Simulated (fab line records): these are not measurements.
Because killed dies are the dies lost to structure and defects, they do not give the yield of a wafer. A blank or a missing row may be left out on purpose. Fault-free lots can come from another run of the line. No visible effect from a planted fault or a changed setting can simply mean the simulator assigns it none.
Comparing a struck lot with a sound one ; flow n5_finfet ; 15 out of 1938 route steps
Sound: wafers L276.2, L276.4, L276.5. Struck: wafers L286.4, L286.5. (L286.1 of the same lot was not struck and is left out.) The cause comes at the end.
Each step with rows lists, per side, the tool, then ch with its chambers, then its first start. Under that, the readings that differ: sound wafers ; struck wafers ; difference of the means ; sigmas: that difference in standard deviations of wafers without a fault.
alike: same words and numbers on both sides, and readings whose means sit less than 2 such deviations apart. not compared: any withheld reading, any reading some wafer has no value for, any bound like >300 that may hide the same value, and any number with overlapping values for which the record gives no deviation.
Wherever a step has rows on one side only, a row that says differs or no value, or a row with sigmas, the two part there. Numbers that have no deviation but don't overlap get no sigmas and don't part them. A reading that every wafer of one side lacks parts them only if that side has two wafers or more.

N5_BEOL_M7_CURE_75: cures SiCOH lowk, time 120 s.
  sound on uv_cure-02 ch 2, day 11 06:07; struck on uv_cure-02 ch 2, day 12 20:11
  alike: lamp_power_pct, wafer_temp_C_max
N5_BEOL_M7_DEGAS_44: time 60 s.
  sound: pvd_sputter-03 at day 11 06:29; struck: pvd_sputter-03 at day 12 20:47
  alike: heater_power_w
then, 1 step without rows for these wafers: N5_BEOL_M7_PRE_CLEAN_45 (time 30 s).
N5_BEOL_M7_ALD_77: deposits TaN, target thk 2 nm, pulse time 2 s, purge time 3 s.
  sound on ald_metal-02 ch 0,1, day 11 06:35; struck on ald_metal-03 ch 0, day 12 20:53
  alike: heater_power_w
then, 4 steps without rows for these wafers: N5_BEOL_M7_SURFACE_TREAT_79; N5_BEOL_M7_CVD_78 (deposits Co from CCTBA/H2, target thk 2 nm, time 142.3 s); N5_BEOL_M7_SPUTTER_48 (material Cu, target thk 10 nm, time 1.667 s); N5_BEOL_M7_ECD_50 (material Cu, target thk 300 nm).
N5_BEOL_M7_ANNEAL_51: time 90 s.
  sound on rtp_anneal-02 ch 0, day 11 07:43; struck on rtp_anneal-02 ch 0, day 12 21:46
  alike: wafer_temp_C_max
N5_BEOL_M7_CMP_52: polishes, stops on SiCOH lowk, t overpolish 6.9 s, target thk 80 nm.
  sound on cmp-02 ch 0,2,3, day 11 08:04; struck on cmp-02 ch 0,3, day 12 22:07
  alike: barrier_field_endpoint_s, motor_current_A, overpolish_run_s, time_to_endpoint_s
N5_BEOL_M7_THK_MEAS_53: measures by xrf.
  sound: film_metro-02 at day 11 08:19; struck: film_metro-02 at day 12 22:23
  alike: M7_THK
then, 1 step without rows for these wafers: N5_BEOL_M7_PRE_CLEAN_55 (time 15 s).
N5_BEOL_M7_DEP_56: deposits SiCN from 3MS/NH3, target thk 10 nm, time 17.5 s.
  sound on pecvd-01 ch 0,1, day 11 08:23; struck on pecvd-02 ch 1,2, day 12 22:26
reading;sound;struck;difference;sigmas
model.SiCN_of_BEOL_M7_DEP_56.thk_nm (nm);9.8 10 10;8.8 8.6;-1.2;
  alike: showerhead_plenum_p_Torr, throttle_valve_pct
N5_BEOL_M7_RS_MEAS_57: measurement is done with a four-point probe.
  sound: film_metro-02 at day 11 08:28; struck: film_metro-01 at day 12 22:31
  alike: M7_RS
-- a jump in the record: the struck wafers' starts before and after are 3 days apart (it breaks off in module BEOL_M7 and resumes in module PASSIVATION, where the first step shown is number 1936 of the route) --
N5_PASSIVATION_PROBE_49:
  sound: prober-02 at day 14 09:44; struck: prober-01 at day 16 03:35
reading;sound;struck;difference;sigmas
killed_at_front_end;60 56 61;33 28;-28;-2
sort_bin_5_function (%);7.2 6.6 7.0;5.7 3.1;-2.5;-3
  alike: defect_limited_yield, killed_at_M0_to_M3, killed_at_M4_up, killed_at_contacts, killed_at_other, killed_dies, killed_open, killed_short, sort_bin_4_leakage, sort_bin_6_memory, sort_n_pass, sort_yield_pct

## WHERE THEY PART
N5_PASSIVATION_PROBE_49 only, going by this record.

WHY: the cause the simulator had injected
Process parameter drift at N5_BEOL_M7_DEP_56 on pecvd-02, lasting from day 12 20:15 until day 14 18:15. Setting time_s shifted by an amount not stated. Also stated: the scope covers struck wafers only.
